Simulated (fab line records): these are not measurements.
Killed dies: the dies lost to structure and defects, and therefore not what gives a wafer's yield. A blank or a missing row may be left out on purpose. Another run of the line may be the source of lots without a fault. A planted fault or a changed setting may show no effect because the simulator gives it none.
fab line records | flow n5_finfet
[record] lots = 5 wafers = 15 last_day = 17
route steps=1938 shown TV_LITHO@1875 TV_OPEN@1887 PAD_METAL@1893 PASSIVATION@1897
lots that met no fault: from a run of the same line without faults
start_h: hours from the record's opening day to when the first of the lot's shown wafers began | wait_h: time in hours since the lot's previous step | " same as the row above | L1.1+2: a single row standing in for several wafers | - no value, or no start given | * or withheld: withheld | < > ~ a bound
route shown NAME@n: NAME is a module with steps in the file, n the number in the route of the first one | usual: average and standard deviation across the fault-free wafers | same: alike in all rows | chamber/n: place in a boat | sites: the reading at each site | _std_site: their standard deviation | _edge_site: the outer-site mean with the inner-site mean subtracted | radius_mm: for every site, how far away it sits from the centre of the wafer | mask NAME#n: copy n | behind: the tool/chamber that last shaped the wafer | hold: why the lot was held/for how many hours/how that ended | device: whichever transistor did not switch (one of n, p or np) | end of line: the tests these same wafers got at the end of their route | where a step has no rows: the recipe by itself | killed: count of dies lost to structure and defects at first sort (not the wafer's yield) | map: a wafer's dies, marking killed ones x, the rest . and places with no die _
set.NAME: the setting that was run; set.NAME@STEP: the one run at that earlier step | model.NAME: the simulator's own value behind a step, which no gauge read
certain route steps with their lots: each step a table, each wafer a row
services: a tool's chamber out of use, with start hour (start_h, from the record's first day; less than 0 if before it), hours out, and reason
[[steps]]
[step N5_PASSIVATION_HMDS_03]
[recipe] time_s = 60 temp_c = 120
// columns lot.wafer tool chamber start_h wait_h
L081.2+4+5 litho_track-04 0 302.20 0.4
L082.2+4+5 litho_track-04 0 311.19 2.5
L091.1+2+3 litho_track-01 0 369.04 0.6
L095.2+4+5 litho_track-01 0 389.99 0.1
L097.3+4+5 litho_track-04 0 395.21 0.2
[step N5_PASSIVATION_COAT_04]
[recipe] spin_rpm = * resist_thk_nm = *
[usual] spin_speed_rpm = *
// columns lot.wafer tool chamber start_h wait_h spin_speed_rpm
L081.2 litho_track-04 0 - - *
L081.4 " 0 " " *
L081.5 " 0 " " *
L082.2 litho_track-04 0 - - *
L082.4 " 0 " " *
L082.5 " 0 " " *
L091.1 litho_track-01 0 - - *
L091.2 " 0 " " *
L091.3 " 0 " " *
L095.2 litho_track-01 0 - - *
L095.4 " 0 " " *
L095.5 " 0 " " *
L097.3 litho_track-04 0 - - *
L097.4 " 0 " " *
L097.5 " 0 " " *
[step N5_PASSIVATION_EBR_06]
[recipe] solvent = PGMEA ebr_width_mm = 1.5
// columns lot.wafer tool chamber start_h wait_h
L081.2+4+5 litho_track-04 0 - -
L082.2+4+5 litho_track-04 0 - -
L091.1+2+3 litho_track-01 0 - -
L095.2+4+5 litho_track-01 0 - -
L097.3+4+5 litho_track-04 0 - -
[step N5_PASSIVATION_SOFTBAKE_05]
[recipe] temp_c = 100 time_s = 90
// columns lot.wafer tool chamber start_h wait_h
L081.2+4+5 litho_track-04 0 - -
L082.2+4+5 litho_track-04 0 - -
L091.1+2+3 litho_track-01 0 - -
L095.2+4+5 litho_track-01 0 - -
L097.3+4+5 litho_track-04 0 - -
[step N5_PASSIVATION_EXPOSE_07]
[recipe] mask_id = TV na = 0.55 source_shape = conventional sigma_outer = 0.8 polarization = unpolarized defocus_nm = 0 target_cd_nm = 3000 dose_mj = 22.75
[usual] reticle_temp_C = 23.00/0.11
// columns lot.wafer tool chamber start_h wait_h mask reticle_temp_C
L081.2 krf_scanner-01 0 302.44 - TV#0 23.06
L081.4 " 0 " " TV#0 23.19
L081.5 " 0 " " TV#0 22.96
L082.2 krf_scanner-01 0 311.43 - TV#0 23.15
L082.4 " 0 " " TV#0 23.07
L082.5 " 0 " " TV#0 23.04
L091.1 krf_scanner-02 0 369.28 - TV#0 22.90
L091.2 " 0 " " TV#0 22.86
L091.3 " 0 " " TV#0 22.83
L095.2 krf_scanner-02 0 390.23 - TV#0 22.81
L095.4 " 0 " " TV#0 22.77
L095.5 " 0 " " TV#0 22.81
L097.3 krf_scanner-02 0 395.33 - TV#0 23.03
L097.4 " 0 " " TV#0 22.88
L097.5 " 0 " " TV#0 22.98
[step N5_PASSIVATION_PEB_08]
[recipe] peb_temp_c = withheld peb_time_s = *
// columns lot.wafer tool chamber start_h wait_h
L081.2+4+5 litho_track-01 0 302.49 0.0
L082.2+4+5 litho_track-01 0 311.48 0.0
L091.1+2+3 litho_track-01 0 369.33 0.1
L095.2+4+5 litho_track-01 0 390.29 0.0
L097.3+4+5 litho_track-01 0 395.38 0.0
[step N5_PASSIVATION_DEVELOP_09]
[recipe] develop_time_s = 60 rinse_liquid = diw dry = air_spin dev_temp_c = 21
// columns lot.wafer tool chamber start_h wait_h
L081.2+4+5 litho_track-01 0 - -
L082.2+4+5 litho_track-01 0 - -
L091.1+2+3 litho_track-01 0 - -
L095.2+4+5 litho_track-01 0 - -
L097.3+4+5 litho_track-01 0 - -
[step N5_PASSIVATION_HARDBAKE_11]
[recipe] temp_c = 130 time_s = 120
// columns lot.wafer tool chamber start_h wait_h
L081.2+4+5 litho_track-01 0 - -
L082.2+4+5 litho_track-01 0 - -
L091.1+2+3 litho_track-01 0 - -
L095.2+4+5 litho_track-01 0 - -
L097.3+4+5 litho_track-01 0 - -
[step N5_PASSIVATION_CD_MEAS_10]
[recipe] target_cd_nm = 3000 landing_energy_ev = 500 detector = se_inlens
[usual] cd_nm = 3000.2/2.5
// columns lot.wafer tool chamber start_h wait_h cd_nm
L081.2 cd_sem-03 0 302.61 - 3001.2
L081.4 " 0 " " 3001.4
L081.5 " 0 " " 2999.5
L082.2 cd_sem-02 0 311.60 - 3002.1
L082.4 " 0 " " 2998.4
L082.5 " 0 " " 2999.2
L091.1 cd_sem-01 0 369.45 - 2998.2
L091.2 " 0 " " 2995.0
L091.3 " 0 " " 2996.7
L095.2 cd_sem-01 0 390.41 - 3000.5
L095.4 " 0 " " 2995.5
L095.5 " 0 " " 2997.4
L097.3 cd_sem-01 0 395.50 - 3000.3
L097.4 " 0 " " 3002.7
L097.5 " 0 " " 3002.1
[step N5_PASSIVATION_OVL_MEAS_60]
[recipe] points_per_wafer = 44
[usual] TV_OVL = 1/5.2
// columns lot.wafer tool chamber start_h wait_h TV_OVL[nm]
L081.2 overlay-01 0 302.64 0.0 3
L081.4 " 0 " " -3
L081.5 " 0 " " -7
L082.2 overlay-02 0 311.63 0.0 1
L082.4 " 0 " " -4
L082.5 " 0 " " 2
L091.1 overlay-01 0 369.48 0.0 3
L091.2 " 0 " " 0
L091.3 " 0 " " 4
L095.2 overlay-01 0 390.44 0.0 7
L095.4 " 0 " " 1
L095.5 " 0 " " 3
L097.3 overlay-02 0 395.53 0.0 3
L097.4 " 0 " " 10
L097.5 " 0 " " 6
[step N5_PASSIVATION_INSPECT_61]
[recipe] mode = adi inspect_instrument = macro
[usual] raw_defect_count = 1.9/1.2
// columns lot.wafer tool chamber start_h wait_h raw_defect_count
L081.2 defect_inspect-01 - 302.66 0.0 2
L081.4 " - " " 2
L081.5 " - " " 2
L082.2 defect_inspect-02 - 311.65 0.0 3
L082.4 " - " " 1
L082.5 " - " " 1
L091.1 defect_inspect-02 - 369.51 0.0 6
L091.2 " - " " 0
L091.3 " - " " 3
L095.2 defect_inspect-02 - 390.46 0.0 2
L095.4 " - " " 5
L095.5 " - " " 1
L097.3 defect_inspect-02 - 395.55 0.0 1
L097.4 " - " " 1
L097.5 " - " " 0
[step N5_PASSIVATION_DESCUM_12]
[recipe] chemistry = O2 time_s = 7.9 source_power_w = 50 bias_power_w = 20 pressure_mtorr = 20 rf_frequency_hz = 2.712e+07 temp_c = 40 o2_flow_sccm = 225
[usual] drypump_motor_current_A = 5.9/0.35 oes_product_au = 0.81/0.083 rf_vpp_V = 243.5/1.4 showerhead_plenum_p_Torr = 2.11/0.079 throttle_valve_pct = 20.42/0.21
// columns lot.wafer tool chamber start_h wait_h drypump_motor_current_A oes_product_au rf_hours_counter_h rf_vpp_V showerhead_plenum_p_Torr throttle_valve_pct
L081.2 rie_diel-06 1 302.70 0.0 6.0 0.71 187 245.5 2.19 20.68
L081.4 " 2 " " 5.9 0.76 138 244.5 2.18 20.49
L081.5 " 2 " " 5.9 0.76 - 244.1 2.18 20.48
L082.2 rie_diel-06 3 311.97 0.3 6.4 0.69 247 243.7 2.17 20.77
L082.4 " 2 " " 5.9 0.75 - 244.5 2.18 20.50
L082.5 " 1 " " 6.0 0.71 - 244.3 2.19 20.70
L091.1 rie_diel-01 1 369.54 0.0 5.9 0.90 40 241.5 2.04 20.76
L091.2 " 2 " " 5.6 0.71 243 244.7 2.15 20.50
L091.3 " 3 " " 6.3 0.76 114 244.8 2.19 20.44
L095.2 rie_diel-02 0 390.63 0.2 5.6 0.91 31 245.6 2.23 20.05
L095.4 " 0 " " 5.7 0.91 - 245.4 2.23 20.05
L095.5 " 2 " " 5.9 0.76 - 241.8 2.02 20.34
L097.3 rie_diel-01 3 395.68 0.1 6.2 0.75 124 244.2 2.18 20.43
L097.4 " 1 " " 5.9 0.88 - 242.3 2.03 20.75
L097.5 " 3 " " 6.2 0.76 - 245.2 2.18 20.44
[step N5_PASSIVATION_PASS_ETCH_74]
[recipe] chemistry = CF4/O2 target = SiNx target_depth_a = 2200 time_s = 110 ion_energy_ev = 100 pressure_mtorr = 40 source_w = 535 bias_w = 49 Ar_flow_sccm = 100 cf4_flow_sccm = 100 O2_flow_sccm = 10
[usual] O2_flow_sccm = 10.00/0.031 drypump_motor_current_A = 5.9/0.35 oes_ar_750_au = 0.81/0.089 oes_product_au = 0.81/0.089 rf_vpp_V = 238/5.1 showerhead_plenum_p_Torr = 2.23/0.075 throttle_valve_pct = 15.97/0.19
// columns lot.wafer tool chamber start_h wait_h O2_flow_sccm drypump_motor_current_A oes_ar_750_au oes_product_au rf_hours_counter_h rf_vpp_V showerhead_plenum_p_Torr throttle_valve_pct
L081.2 rie_diel-06 1 302.76 0.0 10.04 6.0 0.69 0.70 187 238 2.29 16.15
L081.4 " 2 " " 9.96 5.9 0.76 0.75 138 236 2.30 16.11
L081.5 " 2 " " 9.95 5.9 0.76 0.75 - 236 2.30 16.12
L082.2 rie_diel-06 3 312.04 0.0 9.97 6.5 0.69 0.69 247 243 2.24 16.14
L082.4 " 2 " " 10.08 5.9 0.76 0.75 - 237 2.30 16.12
L082.5 " 1 " " 10.00 6.0 0.69 0.69 - 239 2.29 16.13
L091.1 rie_diel-01 1 369.61 0.0 9.99 5.9 0.91 0.91 40 237 2.14 16.17
L091.2 " 2 " " 9.96 5.6 0.70 0.69 243 238 2.27 16.15
L091.3 " 3 " " 9.99 6.2 0.76 0.77 114 243 2.31 15.99
L095.2 rie_diel-02 0 390.70 0.0 9.94 5.6 0.91 0.91 31 241 2.35 15.60
L095.4 " 0 " " 9.94 5.6 0.91 0.91 - 243 2.35 15.59
L095.5 " 2 " " 9.97 5.9 0.76 0.76 - 232 2.13 15.91
L097.3 rie_diel-01 3 395.74 0.0 9.94 6.2 0.75 0.75 124 244 2.30 16.00
L097.4 " 1 " " 9.99 6.0 0.90 0.89 - 237 2.14 16.18
L097.5 " 3 " " 10.00 6.2 0.74 0.75 - 245 2.30 15.99
[step N5_PASSIVATION_VIA_ETCH_13]
[recipe] chemistry = CHF3/O2 target = SiO2 target_depth_a = 6600 CHF3_flow_sccm = 50 O2_flow_sccm = 5 Ar_flow_sccm = 200 time_s = 330 mask_material = PR pressure_mtorr = 30 source_w = 650 bias_w = 170 ion_energy_ev = 200 ends = cleared
[usual] O2_flow_sccm = 4.999/0.016 drypump_motor_current_A = 5.9/0.35 etch_rf_on_time_s = 235/5.3 oes_ar_750_au = 0.81/0.086 oes_product_au = 0.73/0.078 rf_vpp_V = 518/11 showerhead_plenum_p_Torr = 2.43/0.083 throttle_valve_pct = 18.86/0.18
// columns lot.wafer tool chamber start_h wait_h O2_flow_sccm drypump_motor_current_A etch_rf_on_time_s oes_ar_750_au oes_product_au rf_hours_counter_h rf_vpp_V showerhead_plenum_p_Torr throttle_valve_pct
L081.2 rie_diel-06 1 302.86 0.0 4.991 6.0 239 0.70 0.63 187 518 2.50 18.96
L081.4 " 2 " " 4.983 5.9 239 0.75 0.68 138 514 2.52 19.01
L081.5 " 2 " " 4.995 5.9 240 0.76 0.68 - 514 2.52 19.01
L082.2 rie_diel-06 3 312.13 0.0 4.974 6.4 240 0.68 0.62 247 529 2.44 18.94
L082.4 " 2 " " 5.018 5.9 240 0.75 0.67 - 515 2.52 19.02
L082.5 " 1 " " 5.018 6.0 243 0.70 0.62 - 519 2.49 18.96
L091.1 rie_diel-01 1 369.70 0.0 5.017 5.9 228 0.92 0.82 40 516 2.35 19.18
L091.2 " 2 " " 5.000 5.7 239 0.70 0.62 243 517 2.48 19.00
L091.3 " 3 " " 5.008 6.2 239 0.76 0.69 114 530 2.52 18.89
L095.2 rie_diel-02 0 390.79 0.0 4.986 5.6 239 0.90 0.82 31 525 2.57 18.53
L095.4 " 0 " " 4.990 5.6 240 0.91 0.81 - 525 2.57 18.53
L095.5 " 2 " " 5.031 5.9 242 0.76 0.69 - 508 2.31 18.72
L097.3 rie_diel-01 3 395.83 0.0 5.020 6.2 238 0.75 0.69 124 531 2.52 18.91
L097.4 " 1 " " 5.030 5.9 231 0.90 0.81 - 517 2.35 19.19
L097.5 " 3 " " 5.026 6.2 242 0.75 0.68 - 532 2.52 18.91
[step N5_PASSIVATION_STRIP_14]
[recipe] chemistry = O2 power_w = 600 temp_c = 60 pressure_mtorr = 30 rf_frequency_hz = 6e+07 bias_power_w = 0 overash_fraction = 0.5 o2_flow_sccm = 225
[usual] drypump_motor_current_A = 5.9/0.35 oes_product_au = 0.80/0.084 rf_vpp_V = 3.7/0.86 showerhead_plenum_p_Torr = 2.12/0.079 throttle_valve_pct = 16.64/0.2
// columns lot.wafer tool chamber start_h wait_h drypump_motor_current_A oes_product_au rf_hours_counter_h rf_vpp_V showerhead_plenum_p_Torr throttle_valve_pct
L081.2 rie_diel-06 1 303.05 0.1 6.0 0.71 187 2.9 2.20 16.88
L081.4 " 2 " " 5.9 0.76 138 4.4 2.18 16.74
L081.5 " 2 " " 5.8 0.75 - 2.8 2.18 16.74
L082.2 rie_diel-06 3 312.33 0.1 6.4 0.69 247 2.6 2.17 17.00
L082.4 " 2 " " 5.9 0.75 - 4.0 2.18 16.71
L082.5 " 1 " " 6.0 0.70 - 6.0 2.20 16.85
L091.1 rie_diel-01 1 369.90 0.1 5.9 0.90 40 3.5 2.04 16.88
L091.2 " 2 " " 5.7 0.70 243 3.3 2.15 16.79
L091.3 " 3 " " 6.2 0.78 114 2.7 2.19 16.61
L095.2 rie_diel-02 0 390.99 0.1 5.6 0.91 31 4.4 2.23 16.24
L095.4 " 0 " " 5.6 0.91 - 3.3 2.23 16.27
L095.5 " 2 " " 6.0 0.76 - 3.6 2.02 16.59
L097.3 rie_diel-01 3 396.03 0.1 6.2 0.75 124 2.9 2.19 16.64
L097.4 " 1 " " 5.9 0.87 - 3.8 2.04 16.93
L097.5 " 3 " " 6.2 0.74 - 2.1 2.19 16.64
[step N5_PASSIVATION_ETCH_15]
[recipe] chemistry = CF4/N2 target = SiCN target_depth_a = 750 taper_deg = 2 time_s = 81.2 ion_energy_ev = 150 mask_material = SiNx pressure_mtorr = 40 source_w = 430 bias_w = 70 Ar_flow_sccm = 100 cf4_flow_sccm = 60 n2_flow_sccm = 60
[usual] drypump_motor_current_A = 5.9/0.35 n2_flow_sccm = 60.00/0.17 oes_product_au = 0.81/0.089 rf_vpp_V = 382.9/1.9 showerhead_plenum_p_Torr = 2.23/0.076 throttle_valve_pct = 15.41/0.19
// columns lot.wafer tool chamber start_h wait_h drypump_motor_current_A n2_flow_sccm oes_product_au rf_hours_counter_h rf_vpp_V showerhead_plenum_p_Torr throttle_valve_pct
L081.2 rie_diel-06 1 - - 6.1 60.07 0.70 187 384.5 2.29 15.57
L081.4 " 2 " " 5.9 60.11 0.75 138 384.9 2.31 15.59
L081.5 " 2 " " 5.9 60.07 0.76 - 384.2 2.31 15.57
L082.2 rie_diel-06 3 - - 6.4 60.05 0.69 247 383.1 2.24 15.59
L082.4 " 2 " " 5.9 60.06 0.76 - 384.7 2.31 15.58
L082.5 " 1 " " 6.0 60.14 0.70 - 384.3 2.29 15.55
L091.1 rie_diel-01 1 - - 5.9 59.80 0.91 40 383.1 2.15 15.64
L091.2 " 2 " " 5.6 59.77 0.70 243 383.8 2.27 15.63
L091.3 " 3 " " 6.3 60.07 0.75 114 384.7 2.31 15.43
L095.2 rie_diel-02 0 - - 5.6 60.17 0.91 31 384.9 2.35 15.04
L095.4 " 0 " " 5.6 59.91 0.90 - 386.6 2.35 15.02
L095.5 " 2 " " 5.9 59.99 0.76 - 380.5 2.12 15.33
L097.3 rie_diel-01 3 - - 6.2 60.20 0.74 124 385.5 2.31 15.44
L097.4 " 1 " " 5.9 59.97 0.89 - 379.3 2.15 15.66
L097.5 " 3 " " 6.2 59.85 0.74 - 383.2 2.31 15.46
[step N5_PASSIVATION_STRIP_73]
[recipe] chemistry = post_etch_residue_remover time_s = 60 temp_c = 25 remover_ph = withheld remover_water_wt_pct = withheld remover_fluoride_wt_pct = withheld
// columns lot.wafer tool chamber start_h wait_h
L081.2+4+5 wet_bench-04 5,2,7 303.21 -
L082.2+4+5 wet_bench-04 5,6,2 312.48 -
L091.1+2+3 wet_bench-05 2,3,1 370.05 -
L095.2+4+5 wet_bench-04 2,3,0 391.14 -
L097.3+4+5 wet_bench-01 4,5,0 396.19 -
[step N5_PASSIVATION_SRD_17]
[recipe] time_s = 30 temp_c = 23 rinse_liquid = diw dry = n2_spin spin_rpm = 1500 dry_time_s = 30
[usual] bath_heat_duty_pct = 3.7/0.51
// columns lot.wafer tool chamber start_h wait_h bath_heat_duty_pct
L081.2 wet_bench-04 5 303.23 0.0 3.7
L081.4 " 2 " " 3.5
L081.5 " 7 " " 3.3
L082.2 wet_bench-04 5 312.50 0.0 4.0
L082.4 " 6 " " 4.1
L082.5 " 2 " " 3.8
L091.1 wet_bench-05 2 370.07 0.0 3.4
L091.2 " 3 " " 4.2
L091.3 " 1 " " 3.5
L095.2 wet_bench-04 2 391.16 0.0 3.5
L095.4 " 3 " " 4.2
L095.5 " 0 " " 3.5
L097.3 wet_bench-01 4 396.21 0.0 3.3
L097.4 " 5 " " 4.5
L097.5 " 0 " " 3.6
[step N5_PASSIVATION_DEGAS_18]
[recipe] ambient = vacuum temp_c = 300 time_s = 60
[usual] heater_power_w = 450/33
// columns lot.wafer tool chamber start_h wait_h heater_power_w
L081.2 pvd_sputter-01 - 304.99 1.7 411
L081.4 " - " " 497
L081.5 " - " " 409
L082.2 pvd_sputter-01 - 313.11 0.6 454
L082.4 " - " " 409
L082.5 " - " " 457
L091.1 pvd_sputter-03 - 370.46 0.4 441
L091.2 " - " " 497
L091.3 " - " " 429
L095.2 pvd_sputter-03 - 392.16 1.0 439
L095.4 " - " " 508
L095.5 " - " " 495
L097.3 pvd_sputter-01 - 396.74 0.5 489
L097.4 " - " " 443
L097.5 " - " " 438
[step N5_PASSIVATION_PRE_CLEAN_19]
[recipe] gas = H2/He time_s = * temp_c = *
[usual] heater_power_w = 451/36
// columns lot.wafer tool chamber start_h wait_h heater_power_w
L081.2 pvd_sputter-01 - 305.03 0.0 413
L081.4 " - " " 484
L081.5 " - " " 419
L082.2 pvd_sputter-01 - 313.15 0.0 442
L082.4 " - " " 394
L082.5 " - " " 457
L091.1 pvd_sputter-03 - 370.50 0.0 446
L091.2 " - " " 518
L091.3 " - " " 439
L095.2 pvd_sputter-03 - 392.20 0.0 428
L095.4 " - " " 494
L095.5 " - " " 497
L097.3 pvd_sputter-01 - 396.78 0.0 484
L097.4 " - " " 447
L097.5 " - " " 447
[step N5_PASSIVATION_SPUTTER_20]
[recipe] material = TaN target_thk_a = 500 temp_c = 25 chamber_pressure_pa = 0.4
[usual] throttle_valve_pct = 30.0/1.2
// columns lot.wafer tool chamber start_h wait_h throttle_valve_pct
L081.2 pvd_sputter-01 - 305.07 0.0 30.0
L081.4 " - " " 30.3
L081.5 " - " " 30.2
L082.2 pvd_sputter-01 - 313.19 0.0 31.6
L082.4 " - " " 30.2
L082.5 " - " " 27.8
L091.1 pvd_sputter-03 - 370.54 0.0 29.9
L091.2 " - " " 29.6
L091.3 " - " " 31.8
L095.2 pvd_sputter-03 - 392.24 0.0 31.8
L095.4 " - " " 29.7
L095.5 " - " " 29.8
L097.3 pvd_sputter-01 - 396.82 0.0 29.9
L097.4 " - " " 31.8
L097.5 " - " " 32.1
[step N5_PASSIVATION_AL_DEP_21]
[recipe] material = Al target_thk_a = 28000 temp_c = 400 time_s = 170 power_w = 30000 chamber_pressure_pa = 0.4 gas = Ar
[usual] throttle_valve_pct = 30.0/1.2
// columns lot.wafer tool chamber start_h wait_h throttle_valve_pct
L081.2 pvd_sputter-01 - 305.17 0.1 30.2
L081.4 " - " " 30.2
L081.5 " - " " 30.2
L082.2 pvd_sputter-01 - 313.29 0.1 31.9
L082.4 " - " " 30.4
L082.5 " - " " 27.6
L091.1 pvd_sputter-03 - 370.64 0.1 29.9
L091.2 " - " " 29.7
L091.3 " - " " 31.7
L095.2 pvd_sputter-03 - 392.34 0.1 31.8
L095.4 " - " " 29.4
L095.5 " - " " 29.8
L097.3 pvd_sputter-01 - 396.92 0.1 29.8
L097.4 " - " " 31.7
L097.5 " - " " 32.1
[step N5_PASSIVATION_HMDS_23]
[recipe] time_s = 60 temp_c = 120
// columns lot.wafer tool chamber start_h wait_h
L081.2+4+5 litho_track-01 0 305.36 0.1
L082.2+4+5 litho_track-05 0 313.48 0.1
L091.1+2+3 litho_track-05 0 370.82 0.1
L095.2+4+5 litho_track-02 0 392.53 0.1
L097.3+4+5 litho_track-05 0 397.10 0.1
[step N5_PASSIVATION_COAT_24]
[recipe] spin_rpm = 3000 resist_thk_nm = withheld
[usual] spin_speed_rpm = 3000.0/1.8
// columns lot.wafer tool chamber start_h wait_h spin_speed_rpm
L081.2 litho_track-01 0 - - 2999.5
L081.4 " 0 " " 3000.2
L081.5 " 0 " " 3002.0
L082.2 litho_track-05 0 - - 2998.5
L082.4 " 0 " " 2998.9
L082.5 " 0 " " 2998.5
L091.1 litho_track-05 0 - - 2998.1
L091.2 " 0 " " 3002.0
L091.3 " 0 " " 3000.9
L095.2 litho_track-02 0 - - 2999.7
L095.4 " 0 " " 2998.9
L095.5 " 0 " " 3001.3
L097.3 litho_track-05 0 - - 2999.1
L097.4 " 0 " " 3000.2
L097.5 " 0 " " 2999.4
[step N5_PASSIVATION_EBR_26]
[recipe] solvent = PGMEA ebr_width_mm = 1.5
// columns lot.wafer tool chamber start_h wait_h
L081.2+4+5 litho_track-01 0 - -
L082.2+4+5 litho_track-05 0 - -
L091.1+2+3 litho_track-05 0 - -
L095.2+4+5 litho_track-02 0 - -
L097.3+4+5 litho_track-05 0 - -
[step N5_PASSIVATION_SOFTBAKE_25]
[recipe] temp_c = 100 time_s = 90
// columns lot.wafer tool chamber start_h wait_h
L081.2+4+5 litho_track-01 0 - -
L082.2+4+5 litho_track-05 0 - -
L091.1+2+3 litho_track-05 0 - -
L095.2+4+5 litho_track-02 0 - -
L097.3+4+5 litho_track-05 0 - -
[step N5_PASSIVATION_EXPOSE_27]
[recipe] mask_id = PAD na = 0.55 source_shape = conventional sigma_outer = 0.8 polarization = unpolarized defocus_nm = 0 dose_mj = 32.3
[usual] reticle_temp_C = 22.97/0.11
// columns lot.wafer tool chamber start_h wait_h mask reticle_temp_C
L081.2 krf_scanner-01 0 305.60 - PAD#0 23.16
L081.4 " 0 " " PAD#0 23.12
L081.5 " 0 " " PAD#0 23.06
L082.2 krf_scanner-01 0 313.72 - PAD#0 22.85
L082.4 " 0 " " PAD#0 22.86
L082.5 " 0 " " PAD#0 22.70
L091.1 krf_scanner-01 0 370.93 - PAD#0 22.69
L091.2 " 0 " " PAD#0 22.90
L091.3 " 0 " " PAD#0 22.89
L095.2 krf_scanner-01 0 392.64 - PAD#0 23.06
L095.4 " 0 " " PAD#0 23.06
L095.5 " 0 " " PAD#0 22.98
L097.3 krf_scanner-01 0 397.22 - PAD#0 22.98
L097.4 " 0 " " PAD#0 22.92
L097.5 " 0 " " PAD#0 23.07
[step N5_PASSIVATION_PEB_28]
[recipe] peb_temp_c = withheld peb_time_s = *
// columns lot.wafer tool chamber start_h wait_h
L081.2+4+5 litho_track-05 0 305.65 0.0
L082.2+4+5 litho_track-01 0 313.77 0.0
L091.1+2+3 litho_track-05 0 370.99 0.1
L095.2+4+5 litho_track-02 0 392.69 0.0
L097.3+4+5 litho_track-05 0 397.27 0.0
[step N5_PASSIVATION_DEVELOP_29]
[recipe] develop_time_s = 60 rinse_liquid = diw dry = air_spin dev_temp_c = 21
// columns lot.wafer tool chamber start_h wait_h
L081.2+4+5 litho_track-05 0 - -
L082.2+4+5 litho_track-01 0 - -
L091.1+2+3 litho_track-05 0 - -
L095.2+4+5 litho_track-02 0 - -
L097.3+4+5 litho_track-05 0 - -
[step N5_PASSIVATION_HARDBAKE_31]
[recipe] temp_c = 130 time_s = 120
// columns lot.wafer tool chamber start_h wait_h
L081.2+4+5 litho_track-05 0 - -
L082.2+4+5 litho_track-01 0 - -
L091.1+2+3 litho_track-05 0 - -
L095.2+4+5 litho_track-02 0 - -
L097.3+4+5 litho_track-05 0 - -
[step N5_PASSIVATION_CD_MEAS_30]
[recipe] target_cd_nm = 4000 landing_energy_ev = 500 detector = se_inlens polarity = opening
[usual] cd_nm = 4000.4/2
// columns lot.wafer tool chamber start_h wait_h cd_nm
L081.2 cd_sem-01 0 305.77 - 4001.3
L081.4 " 0 " " 4002.1
L081.5 " 0 " " 4000.4
L082.2 cd_sem-03 0 313.89 - 4001.3
L082.4 " 0 " " 3997.4
L082.5 " 0 " " 3998.1
L091.1 cd_sem-01 0 371.11 - 4004.8
L091.2 " 0 " " 4000.9
L091.3 " 0 " " 4002.8
L095.2 cd_sem-01 0 392.81 - 4001.7
L095.4 " 0 " " 4001.6
L095.5 " 0 " " 4000.3
L097.3 cd_sem-01 0 397.39 - 3999.7
L097.4 " 0 " " 4000.5
L097.5 " 0 " " 3999.9
[step N5_PASSIVATION_OVL_MEAS_63]
[recipe] points_per_wafer = 44
[usual] PAD_OVL = -2/4.9
// columns lot.wafer tool chamber start_h wait_h PAD_OVL[nm]
L081.2 overlay-02 0 305.80 0.0 -4
L081.4 " 0 " " -1
L081.5 " 0 " " -5
L082.2 overlay-02 0 313.92 0.0 -7
L082.4 " 0 " " -7
L082.5 " 0 " " -6
L091.1 overlay-02 0 371.14 0.0 7
L091.2 " 0 " " -2
L091.3 " 0 " " -5
L095.2 overlay-02 0 392.84 0.0 8
L095.4 " 0 " " -6
L095.5 " 0 " " 2
L097.3 overlay-02 0 397.42 0.0 -8
L097.4 " 0 " " -6
L097.5 " 0 " " -9
[step N5_PASSIVATION_INSPECT_64]
[recipe] mode = adi inspect_instrument = macro
[usual] raw_defect_count = 2.0/1.5
// columns lot.wafer tool chamber start_h wait_h raw_defect_count
L081.2 defect_inspect-01 - 305.82 0.0 0
L081.4 " - " " 2
L081.5 " - " " 1
L082.2 defect_inspect-01 - 313.94 0.0 1
L082.4 " - " " 1
L082.5 " - " " 2
L091.1 defect_inspect-02 - 371.16 0.0 1
L091.2 " - " " 1
L091.3 " - " " 0
L095.2 defect_inspect-01 - 392.87 0.0 3
L095.4 " - " " 1
L095.5 " - " " 3
L097.3 defect_inspect-02 - 397.44 0.0 1
L097.4 " - " " 2
L097.5 " - " " 2
[step N5_PASSIVATION_DESCUM_32]
[recipe] chemistry = O2 time_s = 7.9 source_power_w = 50 bias_power_w = 20 pressure_mtorr = 20 rf_frequency_hz = 2.712e+07 temp_c = 40 o2_flow_sccm = 225
[usual] drypump_motor_current_A = 5.8/0.39 oes_product_au = 0.81/0.082 rf_vpp_V = 243.1/1.4 showerhead_plenum_p_Torr = 2.09/0.078 throttle_valve_pct = 20.36/0.26
// columns lot.wafer tool chamber start_h wait_h drypump_motor_current_A oes_product_au rf_hours_counter_h rf_vpp_V showerhead_plenum_p_Torr throttle_valve_pct
L081.2 rie_diel-05 3 306.17 0.3 5.6 0.67 246 244.1 2.14 20.62
L081.4 " 1 " " 5.8 0.85 61 241.6 2.04 20.44
L081.5 " 0 " " 5.5 0.79 - 242.4 2.09 19.80
L082.2 rie_diel-05 2 314.27 0.3 5.2 0.74 160 241.8 2.01 20.16
L082.4 " 1 " " 5.8 0.84 64 242.6 2.04 20.45
L082.5 " 3 " " 5.6 0.67 - 245.3 2.14 20.62
L091.1 rie_diel-04 2 371.19 0.0 5.9 0.87 59 244.1 2.24 20.16
L091.2 " 1 " " 6.4 0.80 104 244.6 2.21 20.76
L091.3 " 3 " " 5.9 0.90 31 245.4 2.13 20.44
L095.2 rie_diel-05 1 392.90 0.0 5.8 0.80 98 242.2 2.03 20.49
L095.4 " 2 " " 5.2 0.69 - 241.4 2.00 20.21
L095.5 " 0 " " 5.5 0.76 - 243.8 2.08 19.83
L097.3 rie_diel-04 1 397.50 0.1 6.4 0.79 115 244.3 2.20 20.76
L097.4 " 3 " " 5.9 0.88 40 243.9 2.13 20.46
L097.5 " 2 " " 5.9 0.86 - 245.4 2.24 20.17
[[services]]
// columns tool chamber start_h hours kind
krf_scanner-01 - 287.97 1.0 pm
rie_diel-01 - 291.01 0.8 repair
rie_diel-04 3 294.36 5.3 repair
rie_diel-05 - 294.65 0.6 repair
krf_scanner-01 - 295.25 1.3 repair
rie_diel-05 2 295.50 9.8 repair
krf_scanner-02 - 304.57 0.5 repair
rie_diel-06 0 310.84 9.6 repair
rie_diel-06 3 320.63 - clean
rie_diel-05 0 326.20 1.9 repair
krf_scanner-02 - 330.99 0.8 repair
rie_diel-05 3 332.91 4.5 repair
krf_scanner-02 - 333.35 1.4 repair
rie_diel-02 0 348.61 5.8 repair
rie_diel-05 3 350.53 1.5 repair
rie_diel-05 0 352.21 22.3 repair
pvd_sputter-01 - 363.54 2.5 repair
rie_diel-01 0 375.74 13.6 repair
krf_scanner-02 - 378.23 1.0 pm
wet_bench-01 - 385.10 1.1 repair
rie_diel-01 2 388.29 8.3 repair
rie_diel-02 3 389.99 6.1 repair
krf_scanner-02 - 393.59 0.8 pm
krf_scanner-01 - 394.34 1.3 pm
[[key]]
fault none
